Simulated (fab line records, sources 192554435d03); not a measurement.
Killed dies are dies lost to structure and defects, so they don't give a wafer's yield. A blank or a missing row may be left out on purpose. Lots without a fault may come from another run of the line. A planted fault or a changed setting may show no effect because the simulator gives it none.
Chamber matching | flow n5_finfet | N5_BEOL_M15_ETCH_59 on rie_diel-02: 4 sister chambers
The step etches BARC in N2/H2, target depth 89 nm, overetch 26.7 nm, time 67.9 s. 4 wafers are shown with their chamber, then 8 later ones without.

WAFERS WITH THEIR CHAMBER
wafer  | chamber | drypump_motor_current_A (A)
L207.5 | 0       | 6.0
L210.6 | 2       | 5.8
L211.5 | 3       | 5.0
L223.3 | 1       | 5.9

WAFERS WITHOUT THEIR CHAMBER
wafer  | drypump_motor_current_A (A)
L223.4 | 6.0
L223.5 | 5.1
L225.1 | 6.0
L225.5 | 5.1
L225.6 | 5.8
L226.1 | 5.1
L226.2 | 5.7
L226.3 | 5.9

WHICH CHAMBER EACH WENT THROUGH
wafer  | from the rows above          | in truth
L223.4 | can't be placed: 0 or 1      | 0
L223.5 | 3                            | 3
L225.1 | can't be placed: 0 or 1      | 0
L225.5 | 3                            | 3
L225.6 | can't be placed: 2 or 1      | 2
L226.1 | 3                            | 3
L226.2 | can't be placed: 2 or 1      | 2
L226.3 | can't be placed: 1 or 0 or 2 | 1
Placed correctly: 3 of 8. Can't be placed from these rows: 5 (the true chamber is among the candidates in 5). Placed wrongly: 0.
How it was worked out, from the rows above alone: a wafer's distance from a chamber is the root of the sum, over the readings, of the square of ((its reading less the chamber's mean) divided by the reading's scatter). The wafer belongs to the nearest chamber; if the next one is less than 2 further off, it can't be placed. A chamber's mean is the mean of its shown wafers. The scatter: with one shown wafer a chamber, the root of the mean of the squares of how far each hidden wafer lies from its nearest shown one.
